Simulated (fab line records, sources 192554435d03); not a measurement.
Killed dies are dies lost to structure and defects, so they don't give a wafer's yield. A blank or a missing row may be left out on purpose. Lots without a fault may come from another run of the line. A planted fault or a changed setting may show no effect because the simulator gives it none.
fab line records | flow n5_finfet
record lots=7 wafers=39
route steps=1938 shown FIN_SAQP@96 SD_EPI_N@273 SD_EPI_P@321 BEOL_M0_SAQP@695
start_h: hours from the record's first day to the start of the lot's first wafer shown | wait_h: hours since the lot's step before | " the same as in the row above | L1.1+2: a row that stands for several wafers | - no value, or no start given | * or withheld: withheld | < > ~ a bound
route shown NAME@n: a module of which the file shows steps, and the number in the route of the first | usual: mean/standard deviation of fault-free wafers | same: alike in all rows | chamber/n: place in a boat | sites: the reading at each site | _std_site: their standard deviation | _edge_site: outer sites' mean less inner sites' | radius_mm: how far each site lies from the wafer's centre | mask NAME#n: copy n | behind: the tool/chamber that last shaped the wafer | hold: why the lot was held/for how many hours/how that ended | device: the transistor (n, p or np) that didn't switch | end of line: the same wafers' tests at the end of the route | a step without rows: its recipe alone | killed: dies lost to structure and defects at the first sort, not the wafer's yield | map: a wafer's dies, x killed, . not, _ none there
set.NAME: the setting as run; set.NAME@STEP: as run at that earlier step | model.NAME: the simulator's own value behind a step, which no gauge read
lots whose settings were changed on purpose; a table a step, a row a wafer
## steps
# step N5_FIN_SAQP_HM_DEP_03
# recipe material=SiNx target_thk_a=380 temp_c=400 precursor=SiH4/NH3/N2 pressure_torr=1.5 rf_w=300 time_s=33.6
# columns lot.wafer tool chamber start_h wait_h set.time_s model.SiNx_of_FIN_SAQP_HM_DEP_03.thk_nm
L074.1 pecvd-03 1 21.73 0.2 33.6 38.5
L074.2 " 0 " " 33.6 38.49
L074.3 " 0 " " 33.6 39.11
L074.4 " 1 " " 39.8 45.99
L074.5 " 1 " " 39.8 46.1
L074.6 " 0 " " 39.8 45.67
L075.1 pecvd-04 0 27.29 0.2 44.94 50.66
L075.2 " 1 " " 33.6 38.13
L075.3 " 2 " " 33.6 38.29
L075.4 " 0 " " 33.6 38.4
L075.5 " 1 " " 44.94 51.75
L075.6 " 2 " " 44.94 52.03
L082.1 pecvd-04 1 68.22 0.2 33.6 37.96
L082.2 " 0 " " 33.6 37.61
L082.3 " 2 " " 14.32 16.57
L082.4 " 0 " " 14.32 16.22
L082.5 " 1 " " 14.32 16.13
L082.6 " 2 " " 33.6 38.21
L084.1 pecvd-03 1 81.58 0.2 52.75 58.98
L084.2 " 2 " " 52.75 58.86
L084.3 " 0 " " 33.6 37.99
L084.4 " 1 " " 33.6 38.6
L084.5 " 2 " " 52.75 59.41
L084.6 " 0 " " 33.6 38.72
L085.1+3 pecvd-04 1,2 87.34 0.2 33.6 38.31
L085.2 " 0 " " 53.47 59.9
L085.4 " 2 " " 33.6 38.9
L085.5 " 0 " " 53.47 60.66
L085.6 " 1 " " 53.47 60.98
L086.1 pecvd-04 0 95.40 0.2 33.6 37.33
L086.2 " 2 " " 33.6 38.21
L086.3 " 1 " " 33.6 37.73
L086.4 " 0 " " 46.22 52.45
L086.5 " 2 " " 46.22 52.8
L086.6 " 1 " " 46.22 53.1
L095.1 pecvd-04 0 148.87 0.2 33.6 37.58
L095.2 " 1 " " 33.6 39.14
L095.4 " 1 " " 33.6 38.87
# step N5_FIN_SAQP_THK_MEAS_05
# usual thk_nm=38.4/0.56
# columns lot.wafer tool chamber start_h wait_h set.time_s@FIN_SAQP_HM_DEP_03 thk_nm
L074.1 film_metro-02 - 21.86 0.1 33.6 38.5
L074.2 " - " " 33.6 38.5
L074.3 " - " " 33.6 39.1
L074.4 " - " " 39.8 46.0
L074.5 " - " " 39.8 46.1
L074.6 " - " " 39.8 45.7
L075.1 film_metro-01 - 27.38 0.1 44.94 50.7
L075.2 " - " " 33.6 38.1
L075.3 " - " " 33.6 38.3
L075.4 " - " " 33.6 38.4
L075.5 " - " " 44.94 51.8
L075.6 " - " " 44.94 52.1
L082.1 film_metro-01 - 68.31 0.1 33.6 38.0
L082.2 " - " " 33.6 37.6
L082.3 " - " " 14.32 16.5
L082.4 " - " " 14.32 16.3
L082.5 " - " " 14.32 16.2
L082.6 " - " " 33.6 38.2
L084.1 film_metro-02 - 81.66 0.1 52.75 59.0
L084.2 " - " " 52.75 58.9
L084.3 " - " " 33.6 38.0
L084.4 " - " " 33.6 38.6
L084.5 " - " " 52.75 59.4
L084.6 " - " " 33.6 38.7
L085.1 film_metro-01 - 87.43 0.1 33.6 38.3
L085.2 " - " " 53.47 59.9
L085.3 " - " " 33.6 38.3
L085.4 " - " " 33.6 38.9
L085.5 " - " " 53.47 60.7
L085.6 " - " " 53.47 61.0
L086.1 film_metro-02 - 95.49 0.1 33.6 37.3
L086.2 " - " " 33.6 38.2
L086.3 " - " " 33.6 37.7
L086.4 " - " " 46.22 52.4
L086.5 " - " " 46.22 52.8
L086.6 " - " " 46.22 53.1
L095.1 film_metro-02 - 148.95 0.1 33.6 37.6
L095.2 " - " " 33.6 39.1
L095.4 " - " " 33.6 38.9
# step N5_FIN_SAQP_PECVD_47
# recipe material=a-Si target_thk_a=450 temp_c=400 precursor=SiH4/He pressure_torr=3 rf_w=100 time_s=36.3
# step N5_FIN_SAQP_PECVD_48
# recipe material=SiNx target_thk_a=250 temp_c=400 precursor=SiH4/NH3/N2 pressure_torr=1.5 rf_w=300 time_s=22.1
# step N5_FIN_SAQP_MANDREL2_REMOVE_60
# recipe chemistry=HBr/Cl2/O2 bt_time_s=10 target=a-Si stop_on=SiNx endpoint=OES-SiCl over_etch_frac=1 icp_w=600 bias_w=22 HBr_flow_sccm=150 Cl2_flow_sccm=80 O2_flow_sccm=5 pressure_mtorr=10
# step N5_FIN_SAQP_HM_OPEN_33
# recipe chemistry=CH3F/O2 target=SiNx mask_material=SiO2 target_depth_a=494 time_s=70.6 pressure_mtorr=30 source_w=395 bias_w=73 Ar_flow_sccm=150 CH3F_flow_sccm=30 O2_flow_sccm=20 ion_energy_ev=120 ends=cleared
# usual etch_rf_on_time_s=69.8/1.5
# columns lot.wafer tool chamber start_h wait_h set.time_s@FIN_SAQP_HM_DEP_03 etch_rf_on_time_s model.etch.depth_nm
L074.1 rie_diel-01 3 26.75 0.1 33.6 67.9 37.87
L074.2 " 2 " " 33.6 68.4 37.86
L074.3 " 0 " " 33.6 70.9 38.48
L074.4 " 1 " " 39.8 84.2 45.37
L074.5 " 1 " " 39.8 84.1 45.47
L074.6 " 2 " " 39.8 82.6 45.05
L075.1 rie_diel-02 3 31.94 0.0 44.94 91.5 49.97
L075.2 " 1 " " 33.6 70.2 37.5
L075.3 " 2 " " 33.6 69.9 37.66
L075.4 " 0 " " 33.6 70.0 37.76
L075.5 " 0 " " 44.94 95.4 51.12
L075.6 " 1 " " 44.94 96.0 51.39
L082.1 rie_diel-06 3 73.34 0.0 33.6 69.6 37.33
L082.2 " 2 " " 33.6 68.6 36.98
L082.3 " 0 " " 14.32 30.4 15.94
L082.4 " 1 " " 14.32 28.5 15.43
L082.5 " 0 " " 14.32 29.4 15.33
L082.6 " 3 " " 33.6 70.2 37.58
L084.1 rie_diel-01 0 87.27 0.1 52.75 108.1 58.35
L084.2 " 3 " " 52.75 103.9 58.23
L084.3 " 0 " " 33.6 68.5 37.36
L084.4 " 3 " " 33.6 67.9 37.97
L084.5 " 3 " " 52.75 105.6 58.79
L084.6 " 0 " " 33.6 70.3 38.09
L085.1 rie_diel-01 2 92.60 0.3 33.6 69.3 37.69
L085.2 " 0 " " 53.47 110.7 59.27
L085.3 " 3 " " 33.6 68.4 37.68
L085.4 " 0 " " 33.6 71.4 38.27
L085.5 " 2 " " 53.47 111.1 60.03
L085.6 " 3 " " 53.47 109.0 60.35
L086.1 rie_diel-01 2 101.02 0.1 33.6 67.8 36.7
L086.2 " 1 " " 33.6 68.5 37.59
L086.3 " 3 " " 33.6 66.7 36.94
L086.4 " 0 " " 46.22 96.8 51.83
L086.5 " 3 " " 46.22 94.9 52.18
L086.6 " 0 " " 46.22 98.0 52.31
L095.1 rie_diel-06 0 153.77 0.2 33.6 70.4 36.95
L095.2 " 2 " " 33.6 72.3 38.52
L095.4 " 3 " " 33.6 71.8 38.24
# step N5_FIN_SAQP_ETCH_34
# recipe chemistry=C4F6/O2 target=SiO2 target_depth_a=450 time_s=15 ion_energy_ev=250 pressure_mtorr=30 source_w=345 bias_w=185 Ar_flow_sccm=300 C4F6_flow_sccm=10 O2_flow_sccm=10 ends=cleared
# step N5_FIN_SAQP_STRIP_77
# recipe chemistry=N2/H2 time_s=90 power_w=100 temp_c=40 pressure_mtorr=100 rf_frequency_hz=6e+07 bias_power_w=3 n2_flow_sccm=300 h2_flow_sccm=300
# step N5_FIN_SAQP_ETCH_64
# recipe chemistry=CF4 target=SiO2 target_depth_a=15 ion_energy_ev=350 pressure_mtorr=10 icp_w=800 bias_w=400 cf4_flow_sccm=80
# step N5_FIN_SAQP_FIN_ETCH_36
# recipe chemistry=HBr/Cl2/O2 target_depth_a=1200 mask_material=SiNx time_s=50.4 bias_w=102 pressure_mtorr=10 icp_w=800 HBr_flow_sccm=150 Cl2_flow_sccm=80 O2_flow_sccm=12
# columns lot.wafer tool chamber start_h wait_h set.time_s@FIN_SAQP_HM_DEP_03 model.SiNx_of_FIN_SAQP_HM_DEP_03.thk_nm
L074.1 rie_si-04 1 27.04 0.0 33.6 21.2
L074.2 " 2 " " 33.6 21.8
L074.3 " 3 " " 33.6 22.6
L074.4+5 " 0 " " 39.8 29.2
L074.6 " 1 " " 39.8 28.4
L075.1 rie_si-01 0 32.22 0.0 44.94 33.8
L075.2 " 2 " " 33.6 21
L075.3 " 3 " " 33.6 21.4
L075.4 " 1 " " 33.6 21.8
L075.5 " 0 " " 44.94 35
L075.6 " 1 " " 44.94 35.4
L082.1+6 rie_si-05 2,1 73.63 0.0 33.6 21.6
L082.2 " 1 " " 33.6 21
L082.3+4+5 " 0,3,2 " " 14.32 0
L084.1 rie_si-01 2 87.65 0.0 52.75 41.8
L084.2 " 3 " " 52.75 42
L084.3 " 1 " " 33.6 21.4
L084.4 " 0 " " 33.6 21.8
L084.5 " 0 " " 52.75 42.6
L084.6 " 1 " " 33.6 22
L085.1 rie_si-05 0 92.88 0.0 33.6 21.4
L085.2 " 1 " " 53.47 43.2
L085.3 " 2 " " 33.6 21.8
L085.4 " 2 " " 33.6 22.4
L085.5 " 1 " " 53.47 44
L085.6 " 0 " " 53.47 44.2
L086.1 rie_si-01 0 101.30 0.0 33.6 20.6
L086.2 " 1 " " 33.6 21.6
L086.3 " 3 " " 33.6 20.8
L086.4 " 2 " " 46.22 35.2
L086.5 " 3 " " 46.22 36
L086.6 " 0 " " 46.22 36.2
L095.1 rie_si-01 3 154.06 0.0 33.6 21
L095.2 " 0 " " 33.6 22.4
L095.4 " 1 " " 33.6 22.2
# step N5_SD_EPI_N_DESCUM_14
# recipe chemistry=O2 time_s=7.9 source_power_w=50 bias_power_w=20 pressure_mtorr=20 rf_frequency_hz=2.712e+07 temp_c=40 resist=CAR-ArF-block o2_flow_sccm=225
# columns lot.wafer tool chamber start_h wait_h set.time_s model.CAR-ArF-block_of_SD_EPI_N_COAT_03.thk_nm
L074.1+6 rie_diel-02 1,0 52.40 0.0 11.68 141.4
L074.2 " 2 " " 7.9 143
L074.3 " 3 " " 7.9 143.6
L074.4 " 0 " " 7.9 143.2
L074.5 " 1 " " 11.68 140.6
L075.1+4 rie_diel-02 2,0 56.71 0.0 3.769 145.6
L075.2 " 1 " " 3.769 145.2
L075.3 " 3 " " 7.9 143
L075.5 " 0 " " 7.9 143.4
L075.6 " 3 " " 7.9 142.8
L082.1 rie_diel-01 0 95.89 0.0 7.9 143.4
L082.2 " 2 " " 7.9 143.6
L082.3+4 " 3 " " 11.76 141
L082.5 " 0 " " 7.9 143.8
L082.6 " 2 " " 11.76 141.4
L084.1+5 rie_diel-01 1,3 110.20 0.2 10.8 141
L084.2 " 0 " " 7.9 142.8
L084.3 " 3 " " 10.8 141.4
L084.4 " 2 " " 7.9 143.4
L084.6 " 2 " " 7.9 143
L085.1 rie_diel-02 1 114.95 0.0 12.4 140.4
L085.2 " 2 " " 12.4 141
L085.3+6 " 3,0 " " 7.9 143.4
L085.4 " 0 " " 12.4 140.2
L085.5 " 1 " " 7.9 143.8
L086.1 rie_diel-01 2 125.98 0.0 7.9 143.2
L086.2 " 0 " " 4.673 145.6
L086.3+4 " 1,3 " " 4.673 145
L086.5 " 0 " " 7.9 143
L086.6 " 1 " " 7.9 143.6
L095.1 rie_diel-01 1 176.42 0.0 7.9 143.2
L095.2 " 2 " " 7.9 143
L095.4 " 0 " " 7.9 143.4
# step N5_SD_EPI_N_ETCH_34
# recipe chemistry=CF4 target=SiARC target_depth_a=455 mask_material=CAR-ArF-block time_s=75.8 ion_energy_ev=80 pressure_mtorr=40 source_w=545 bias_w=36 Ar_flow_sccm=100 cf4_flow_sccm=100 ends=cleared
# columns lot.wafer tool chamber start_h wait_h set.time_s@SD_EPI_N_DESCUM_14 model.CAR-ArF-block_of_SD_EPI_N_COAT_03.thk_nm
L074.1 rie_diel-02 1 52.44 0.0 11.68 108.8
L074.2 " 2 " " 7.9 110.4
L074.3 " 3 " " 7.9 111.2
L074.4 " 0 " " 7.9 110.6
L074.5 " 1 " " 11.68 108
L074.6 " 0 " " 11.68 108.6
L075.1+4 rie_diel-02 2,0 56.74 0.0 3.769 113
L075.2 " 1 " " 3.769 112.6
L075.3 " 3 " " 7.9 110.2
L075.5 " 0 " " 7.9 110.8
L075.6 " 3 " " 7.9 110.4
L082.1+2 rie_diel-01 0,2 95.93 0.0 7.9 111
L082.3+4 " 3 " " 11.76 108.4
L082.5 " 0 " " 7.9 111.4
L082.6 " 2 " " 11.76 108.8
L084.1+5 rie_diel-01 1,3 110.23 0.0 10.8 108.6
L084.2 " 0 " " 7.9 110.4
L084.3 " 3 " " 10.8 109
L084.4 " 2 " " 7.9 110.8
L084.6 " 2 " " 7.9 110.6
L085.1 rie_diel-02 1 114.99 0.0 12.4 108
L085.2 " 2 " " 12.4 108.4
L085.3+6 " 3,0 " " 7.9 111
L085.4 " 0 " " 12.4 107.8
L085.5 " 1 " " 7.9 111.4
L086.1 rie_diel-01 2 126.01 0.0 7.9 110.8
L086.2 " 0 " " 4.673 113
L086.3 " 1 " " 4.673 112.6
L086.4 " 3 " " 4.673 112.8
L086.5 " 0 " " 7.9 110.6
L086.6 " 1 " " 7.9 111.2
L095.1 rie_diel-01 1 176.45 0.0 7.9 110.8
L095.2 " 2 " " 7.9 110.6
L095.4 " 0 " " 7.9 111
# step N5_SD_EPI_P_EPI_21
# recipe material=SiGe:B dopant=B temp_c=550 pressure_torr=20 ambient=H2 time_s=355
# columns lot.wafer tool chamber start_h wait_h set.time_s model.SiGe-B_of_SD_EPI_P_EPI_21.thk_nm
L074.1+5 epi_rpcvd-01 0 58.29 0.1 355 60.8
L074.2 " 0 " " 451.1 71.6
L074.3 " 0 " " 355 61.2
L074.4 " 0 " " 451.1 72.8
L074.6 " 0 " " 451.1 72
L075.1 epi_rpcvd-03 0 62.61 0.1 215.7 40.8
L075.2 " 0 " " 355 61.6
L075.3 " 0 " " 355 62.2
L075.4 " 0 " " 215.7 41.2
L075.5 " 0 " " 215.7 40.6
L075.6 " 0 " " 355 63.2
L082.1 epi_rpcvd-03 0 102.57 0.2 355 60
L082.2 " 0 " " 355 60.2
L082.3 " 0 " " 355 61
L082.4+5 " 0 " " 355 60.6
L082.6 " 0 " " 355 60.4
L084.1 epi_rpcvd-02 0 118.27 0.1 480.4 75.6
L084.2+4+5 " 0 " " 355 61.4
L084.3 " 0 " " 480.4 73.2
L084.6 " 0 120.07 1.8 480.4 75.2
L085.1 epi_rpcvd-03 0 120.72 0.2 355 60.2
L085.2 " 0 " " 355 60.4
L085.3+4 " 0 " " 355 59.8
L085.5+6 " 0 " " 355 59.4
L086.1 epi_rpcvd-03 0 133.68 0.2 355 61
L086.2+3+4 " 0 " " 355 61.6
L086.5 " 0 135.60 2.0 355 61.4
L086.6 " 0 " " 355 61.8
L095.1 epi_rpcvd-03 0 182.48 0.1 355 59.6
L095.2 " 0 " " 355 59.2
L095.4 " 0 " " 355 59.4
# step N5_SD_EPI_P_EPI_MEAS_23
# recipe mode=xrd
# usual thk_nm=60.7/1.2
# columns lot.wafer tool chamber start_h wait_h set.time_s@SD_EPI_P_EPI_21 thk_nm
L074.1 film_metro-01 - 60.48 1.8 355 60.5
L074.2 " - " " 451.1 71.7
L074.3 " - " " 355 58.9
L074.4 " - " " 451.1 73.0
L074.5 " - " " 355 60.8
L074.6 " - " " 451.1 71.6
L075.1 film_metro-01 - 64.80 1.9 215.7 40.5
L075.2 " - " " 355 62.3
L075.3 " - " " 355 62.4
L075.4 " - " " 215.7 41.9
L075.5 " - " " 215.7 42.7
L075.6 " - " " 355 63.8
L082.1 film_metro-02 - 105.51 2.5 355 58.6
L082.2 " - " " 355 59.2
L082.3 " - " " 355 62.3
L082.4 " - " " 355 62.8
L082.5 " - " " 355 61.6
L082.6 " - " " 355 59.4
L084.1 film_metro-01 - 120.46 1.8 480.4 75.0
L084.2 " - " " 355 60.2
L084.3 " - " " 480.4 73.7
L084.4 " - " " 355 60.4
L084.5 " - " " 355 60.8
L084.6 " - " " 480.4 74.0
L085.1 film_metro-01 - 123.66 2.5 355 59.6
L085.2 " - " " 355 57.9
L085.3 " - " " 355 57.5
L085.4 " - " " 355 60.4
L085.5 " - " " 355 60.6
L085.6 " - " " 355 61.3
L086.1 film_metro-02 - 136.60 2.4 355 61.0
L086.2 " - " " 355 59.4
L086.3 " - " " 355 62.5
L086.4 " - " " 355 61.2
L086.5 " - " " 355 61.6
L086.6 " - " " 355 60.4
L095.1 film_metro-02 - 184.67 1.8 355 59.0
L095.2 " - " " 355 59.7
L095.4 " - " " 355 57.8
# step N5_BEOL_M0_SAQP_CUT_ETCH_46
# recipe chemistry=N2/H2 target=SOC target_depth_a=1350 overetch_a=270 temp_c=40 time_s=202.5 ion_energy_ev=200 mask_material=SiARC pressure_mtorr=30 source_w=840 bias_w=150 n2_flow_sccm=200 h2_flow_sccm=200
# columns lot.wafer tool chamber start_h wait_h set.target_depth_a model.SiARC_of_BEOL_M0_SAQP_COAT_72.thk_nm model.BEOL_M0_SAQP.cd_nm
L074.1 rie_diel-05 1 114.56 0.0 1350 4.6 30
L074.2 " 0 " " 1350 5.2 30.4
L074.3+4 " 3,0 " " 1885 1.8 31.6
L074.5 " 3 " " 1350 5 30.4
L074.6 " 1 " " 1885 1.2 32
L075.1 rie_diel-03 3 118.74 0.0 1350 5 29.6
L075.2 " 0 " " 2089 0.2 33.6
L075.3 " 1 " " 1350 5.2 30
L075.4 " 3 " " 2089 0.6 33
L075.5 " 0 " " 1350 5 30
L075.6 " 1 " " 2089 0.6 33.2
L082.1+5 rie_diel-04 0 158.10 0.0 1350 4.8 29.8
L082.2 " 1 " " 1350 5 29.6
L082.3 " 2 " " 1350 5 29.8
L082.4 " 3 " " 1350 5.2 29.8
L082.6 " 1 " " 1350 5 29.4
L084.1 rie_diel-03 0 177.83 0.0 2139 0 35.2
L084.2 " 1 " " 2139 0.4 33.2
L084.3 " 2 " " 2139 0 34
L084.4 " 0 " " 1350 5 30.2
L084.5 " 2 " " 1350 4.8 30
L084.6 " 1 " " 1350 5.2 29.6
L085.1 rie_diel-03 0 182.29 0.0 1350 5 30.2
L085.2 " 2 " " 1962 0.8 32.8
L085.3 " 1 " " 1350 5.2 29.8
L085.4 " 3 " " 1962 1.4 32.2
L085.5 " 3 " " 1962 1.4 32
L085.6 " 2 " " 1350 4.6 30
L086.1 rie_diel-04 2 192.68 0.0 1913 1.4 32.8
L086.2 " 1 " " 1350 5 29.8
L086.3 " 3 " " 1913 1.6 32.2
L086.4 " 0 " " 1350 4.6 30
L086.5 " 3 " " 1350 5 30.2
L086.6 " 2 " " 1913 1.2 32.4
L095.1 rie_diel-03 2 239.30 0.0 1350 4.2 30.6
L095.2 " 1 " " 1350 5.2 30.4
L095.4 " 3 " " 1350 5 30.2
## key
split step=N5_FIN_SAQP_HM_DEP_03 setting=time_s stated=33.6 by=wafer
response step=N5_FIN_SAQP_HM_DEP_03 reading=model.SiNx_of_FIN_SAQP_HM_DEP_03.thk_nm change=+0.376 per=1% r=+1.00
response step=N5_FIN_SAQP_THK_MEAS_05 reading=thk_nm change=* per=1% r=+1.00
response step=N5_FIN_SAQP_HM_OPEN_33 reading=etch_rf_on_time_s change=* per=1% r=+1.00
response step=N5_FIN_SAQP_HM_OPEN_33 reading=model.etch.depth_nm change=+0.377 per=1% r=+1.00
response step=N5_FIN_SAQP_FIN_ETCH_36 reading=model.SiNx_of_FIN_SAQP_HM_DEP_03.thk_nm change=+0.373 per=1% r=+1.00
split step=N5_SD_EPI_N_DESCUM_14 setting=time_s stated=7.9 by=wafer
response step=N5_SD_EPI_N_DESCUM_14 reading=model.CAR-ArF-block_of_SD_EPI_N_COAT_03.thk_nm change=-0.0489 per=1% r=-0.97
response step=N5_SD_EPI_N_ETCH_34 reading=model.CAR-ArF-block_of_SD_EPI_N_COAT_03.thk_nm change=-0.05 per=1% r=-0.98
split step=N5_SD_EPI_P_EPI_21 setting=time_s stated=355 by=wafer
response step=N5_SD_EPI_P_EPI_21 reading=model.SiGe-B_of_SD_EPI_P_EPI_21.thk_nm change=+0.459 per=1% r=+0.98
response step=N5_SD_EPI_P_EPI_MEAS_23 reading=thk_nm change=* per=1% r=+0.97
split step=N5_BEOL_M0_SAQP_CUT_ETCH_46 setting=target_depth_a stated=1350 by=wafer
response step=N5_BEOL_M0_SAQP_CUT_ETCH_46 reading=model.SiARC_of_BEOL_M0_SAQP_COAT_72.thk_nm change=-0.0834 per=1% r=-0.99
response step=N5_BEOL_M0_SAQP_CUT_ETCH_46 reading=model.BEOL_M0_SAQP.cd_nm change=+0.0593 per=1% r=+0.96
